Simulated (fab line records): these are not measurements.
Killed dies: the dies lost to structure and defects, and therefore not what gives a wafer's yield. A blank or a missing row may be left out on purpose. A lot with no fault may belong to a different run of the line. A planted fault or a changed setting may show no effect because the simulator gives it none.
Chamber matching :: flow nand-harc :: NHARC_A_CONTACT_ETCH_92 on rie-diel-08 has 4 sister chambers
The step etches the open film in CH3F/O2, target depth 40 nm, time 85.7 s. 4 wafers are shown with their chamber, then 12 later ones without.

EACH WAFER AND ITS CHAMBER
wafer: L085.2
chamber: 3
drypump-motor-current-A (A): 5.4

wafer: L090.3
chamber: 1
drypump-motor-current-A (A): 5.7

wafer: L090.4
chamber: 2
drypump-motor-current-A (A): 5.4

wafer: L090.5
chamber: 0
drypump-motor-current-A (A): 6.8

WAFERS MISSING THEIR CHAMBER
wafer: L091.1
drypump-motor-current-A (A): 6.8

wafer: L091.4
drypump-motor-current-A (A): 5.4

wafer: L091.5
drypump-motor-current-A (A): 5.8

wafer: L093.1
drypump-motor-current-A (A): 5.4

wafer: L093.4
drypump-motor-current-A (A): 5.8

wafer: L093.5
drypump-motor-current-A (A): 6.8

wafer: L094.3
drypump-motor-current-A (A): 5.4

wafer: L094.5
drypump-motor-current-A (A): 5.8

wafer: L094.6
drypump-motor-current-A (A): 6.8

wafer: L096.1
drypump-motor-current-A (A): 5.4

wafer: L096.2
drypump-motor-current-A (A): 5.8

wafer: L096.5
drypump-motor-current-A (A): 6.8

WHICH CHAMBER EACH WENT THROUGH
wafer: L091.1
from the rows above: 0
in truth: 0

wafer: L091.4
from the rows above: can't be placed: 2 or 3
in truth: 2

wafer: L091.5
from the rows above: 1
in truth: 1

wafer: L093.1
from the rows above: can't be placed: 2 or 3
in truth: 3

wafer: L093.4
from the rows above: 1
in truth: 1

wafer: L093.5
from the rows above: 0
in truth: 0

wafer: L094.3
from the rows above: can't be placed: 2 or 3
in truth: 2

wafer: L094.5
from the rows above: 1
in truth: 1

wafer: L094.6
from the rows above: 0
in truth: 0

wafer: L096.1
from the rows above: can't be placed: 2 or 3
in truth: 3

wafer: L096.2
from the rows above: 1
in truth: 1

wafer: L096.5
from the rows above: 0
in truth: 0
Correctly placed: 8 of 12. Can't be placed from these rows: 4 (the true chamber is among the candidates in 4). Wrongly placed: 0.
How it was worked out, from the rows above alone: a wafer's distance from a chamber is the root of the sum, over the readings, of the square of ((its reading less the chamber's mean) divided by the reading's scatter). The wafer belongs to the nearest chamber; if the next one is less than 2 further off, it can't be placed. Each chamber's mean is taken over the wafers shown for it. The scatter (one wafer shown for each chamber): square how far every hidden wafer sits from the nearest shown wafer, average those squares and take the square root.
